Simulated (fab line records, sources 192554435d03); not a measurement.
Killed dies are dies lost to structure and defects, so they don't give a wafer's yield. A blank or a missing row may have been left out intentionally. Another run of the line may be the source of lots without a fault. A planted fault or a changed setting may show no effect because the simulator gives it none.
Chamber matching	flow n5-finfet	N5_MOL_CONTACT_COAG_ETCH_90 on rie-diel-06: 4 sister chambers
The step etches SiARC in CF4, target depth 13 nm, time 21.7 s. 4 wafers are shown with their chamber, then 9 later ones without.

## WAFERS WITH THEIR CHAMBER
wafer	chamber	drypump-motor-current-A (A)
L087.6	1	6.4
L088.2	3	5.0
L088.4	0	5.2
L088.6	2	5.7

## WAFERS WHOSE CHAMBER IS MISSING
wafer	drypump-motor-current-A (A)
L090.2	5.1
L090.3	6.4
L090.5	5.8
L094.2	5.8
L094.4	6.3
L094.5	5.2
L095.1	6.4
L095.2	5.1
L095.3	5.8

## THE CHAMBER EACH PASSED THROUGH
wafer	from the rows above	in truth
L090.2	can't be placed: 3 or 0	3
L090.3	1	1
L090.5	2	2
L094.2	2	2
L094.4	1	1
L094.5	0	0
L095.1	1	1
L095.2	can't be placed: 3 or 0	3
L095.3	2	2
Placed correctly: 7 of 9. Not placeable from these rows: 2 (in 2, the candidates include the true chamber). Wrongly placed: 0.
How it was worked out, from the rows above alone: a wafer's distance from a chamber is the root of the sum, over the readings, of the square of ((its reading less the chamber's mean) divided by the reading's scatter). The wafer belongs to the nearest chamber; if the next one is less than 2 further off, it can't be placed. For every chamber, the mean is computed from those of its wafers that are shown. The scatter: root of mean squared gap, hidden wafer to nearest shown wafer, with one shown wafer a chamber.
